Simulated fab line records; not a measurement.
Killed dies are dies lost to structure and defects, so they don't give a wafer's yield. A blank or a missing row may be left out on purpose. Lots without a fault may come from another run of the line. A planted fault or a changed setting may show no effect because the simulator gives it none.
Chamber matching    flow nandHarc    NHARC_P_M0_ETCH_34 on rieDiel-02: 4 sister chambers
The step etches the open film in N2/H2, target depth 40 nm, overetch 12 nm, time 43.94 s. 39 wafers are shown with their chamber, then 12 later ones without.

WAFERS PAIRED WITH THEIR CHAMBERS
wafer   chamber  drypumpMotorCurrentA (A)  showerheadPlenumPTorr (Torr)  rfVppV (V)
L074.2  3        6.1                       2.15                          433.5
L074.4  2        5.3                       1.91                          425.1
L074.5  3        6.1                       2.15                          432.1
L075.2  2        5.3                       1.91                          427.0
L075.3  0        5.7                       2.14                          432.7
L075.5  2        5.3                       1.91                          427.3
L076.1  3        6.0                       2.15                          432.2
L076.2  0        5.7                       2.14                          434.3
L076.4  2        5.3                       1.91                          427.6
L077.2  3        6.1                       2.15                          433.6
L077.4  0        5.7                       2.14                          434.7
L077.6  3        6.1                       2.15                          433.3
L078.2  1        5.0                       2.13                          432.1
L078.3  0        5.7                       2.14                          433.3
L078.6  3        6.1                       2.15                          432.7
L080.3  1        5.0                       2.13                          434.1
L080.4  2        5.3                       1.90                          426.7
L080.6  2        5.3                       1.90                          426.6
L081.1  0        5.7                       2.14                          433.4
L081.5  2        5.3                       1.90                          427.1
L081.6  1        5.0                       2.13                          433.4
L085.2  1        5.0                       2.13                          433.7
L085.3  2        5.3                       1.90                          428.3
L085.5  3        6.1                       2.14                          432.2
L084.4  2        5.3                       1.90                          425.6
L084.5  3        6.1                       2.14                          432.6
L084.6  0        5.7                       2.13                          434.3
L086.2  0        5.7                       2.13                          433.6
L086.3  1        5.0                       2.13                          431.8
L086.6  3        6.1                       2.14                          434.1
L087.3  3        6.1                       2.14                          434.3
L087.5  3        6.1                       2.14                          432.4
L087.6  1        5.0                       2.12                          434.0
L092.1  3        6.0                       2.14                          433.4
L092.2  0        5.7                       2.13                          434.1
L092.6  3        6.0                       2.14                          434.3
L093.2  2        5.3                       1.90                          427.0
L093.3  3        6.1                       2.13                          434.7
L093.4  0        5.7                       2.13                          432.4

SIGNATURES (averages over the wafers above)
reading                chamber 0  chamber 1  chamber 2  chamber 3  scatter within a chamber
drypumpMotorCurrentA   5.700      5.000      5.300      6.079      0.026
showerheadPlenumPTorr  2.1356     2.1283     1.9040     2.1436     0.00552
rfVppV                 433.644    433.183    426.830    433.243    0.888
Rule: a wafer's distance from a chamber is the root of the sum, over the readings, of the square of ((its reading less the chamber's mean) divided by the reading's scatter). If the next closest chamber is less than 2 further off than the closest, the wafer can't be placed; otherwise it belongs to the closest. The scatter: the root of (the sum of the squares of (reading less its chamber's mean) over the shown wafers, divided by (wafers less chambers)).

WAFERS MISSING THEIR CHAMBER
wafer   drypumpMotorCurrentA (A)  showerheadPlenumPTorr (Torr)  rfVppV (V)
L095.1  5.3                       1.90                          426.3
L095.2  5.0                       2.12                          432.7
L095.5  6.1                       2.13                          432.7
L094.1  5.7                       2.13                          432.2
L094.2  6.1                       2.13                          432.4
L094.5  5.0                       2.12                          432.0
L096.1  6.1                       2.13                          433.3
L096.3  5.7                       2.12                          431.9
L096.4  5.0                       2.12                          432.6
L097.2  5.7                       2.12                          434.2
L097.5  5.0                       2.12                          433.1
L097.6  5.7                       2.12                          433.7

THE CHAMBER EACH PASSED THROUGH
wafer   from the rows above  in truth
L095.1  2                    2
L095.2  1                    1
L095.5  3                    3
L094.1  0                    0
L094.2  3                    3
L094.5  1                    1
L096.1  3                    3
L096.3  0                    0
L096.4  1                    1
L097.2  0                    0
L097.5  1                    1
L097.6  0                    0
Correct placement for 12 of the 12. Left unplaced by these rows: 0. Number placed wrongly: 0.
